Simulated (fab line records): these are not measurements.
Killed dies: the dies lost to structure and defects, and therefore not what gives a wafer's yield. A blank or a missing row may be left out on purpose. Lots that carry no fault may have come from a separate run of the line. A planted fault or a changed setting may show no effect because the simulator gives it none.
The tool behind it: which one? | flow nand-harc | 36 wafers from 12 lots sampled at 3 of the route's 1159 steps

## WHAT EACH GAUGE READ, for each wafer
NHARC_A_CHANNEL_FILL_D1_INSPECT_13.
lot  | measured     | on                | raw-defect-count
L075 | day 11 06:43 | defect-inspect-02 | 521 526 281
L076 | day 11 13:37 | defect-inspect-02 | 251 312 129
L079 | day 12 03:47 | defect-inspect-01 | 360 218 211
L080 | day 12 15:35 | defect-inspect-01 | 225 221 141
L083 | day 12 22:41 | defect-inspect-01 | 167 242 234
L086 | day 13 19:44 | defect-inspect-01 | 322 263 257
L085 | day 14 01:52 | defect-inspect-01 | 505 332 394
L089 | day 14 16:20 | defect-inspect-02 | 228 248 312
L091 | day 14 20:16 | defect-inspect-02 | 302 256 417
L093 | day 15 11:43 | defect-inspect-02 | 260 383 196
L095 | day 15 17:20 | defect-inspect-02 | 389 294 463
L096 | day 16 16:30 | defect-inspect-02 | 311 559 551

## EACH LOT AND THE TOOL THAT RAN IT (in order: tool; ch and the chambers of the sampled wafers; start)
lot  | NHARC_A_CHANNEL_FILL_D1_STRIP_28   | NHARC_A_CHANNEL_FILL_D1_ALD_25
L075 | rie-diel-05 ch 0,1,3, day 10 06:26 | ald-hk-04 ch 0,2,3, day 10 19:07
L076 | rie-diel-11 ch 0,3, day 10 12:56   | ald-hk-01 ch 1,3, day 11 02:07
L079 | rie-diel-03 ch 1,2, day 11 04:11   | ald-hk-03 ch 0,3, day 11 15:56
L080 | rie-diel-03 ch 0,1,2, day 11 15:22 | ald-hk-03 ch 0,2,3, day 12 05:22
L083 | rie-diel-05 ch 0,1,3, day 11 23:44 | ald-hk-01 ch 2,3, day 12 11:29
L086 | rie-diel-11 ch 0,1,2, day 12 19:35 | ald-hk-01 ch 0,1, day 13 07:16
L085 | rie-diel-03 ch 1,2, day 13 02:09   | ald-hk-03 ch 1,3, day 13 13:50
L089 | rie-diel-11 ch 1,2,3, day 13 14:58 | ald-hk-01 ch 0,1,2, day 14 04:18
L091 | rie-diel-05 ch 0,2,3, day 13 20:27 | ald-hk-03 ch 0,1, day 14 09:02
L093 | rie-diel-03 ch 0,2,3, day 14 08:01 | ald-hk-01 ch 0,2,3, day 14 19:46
L095 | rie-diel-11 ch 1,2, day 14 17:42   | ald-hk-04 ch 0,1,3, day 15 07:08
L096 | rie-diel-05 ch 1,2,3, day 15 16:53 | ald-hk-01 ch 0,1,2, day 16 04:36
- NHARC_A_CHANNEL_FILL_D1_STRIP_28: strips in O2, time 20 s.
- NHARC_A_CHANNEL_FILL_D1_ALD_25: deposits SiOx, target thk 60 nm, pulse time 10 s, ald cycles 600.

## THE ANSWER, worked out from the rows above alone
Rule: the usual values come from the lots themselves. Put in order of their means at a reading, lots are off if they are a third of the lots or fewer, leave a main group of 4 or more, and stand apart from it by a gap of 3 or more times the standard deviation of the main group's means; of several such gaps the widest counts. Not used: any main group whose means are identical at the precision the tables above print for the reading. Also off: a lot with no number at a reading for which 4 or more lots have one. Where the step has rows for the other lots, those lots are counted as sound.
No lot is off at any reading shown: from this, nothing can be told.

## WHAT THE SIMULATOR PUT IN
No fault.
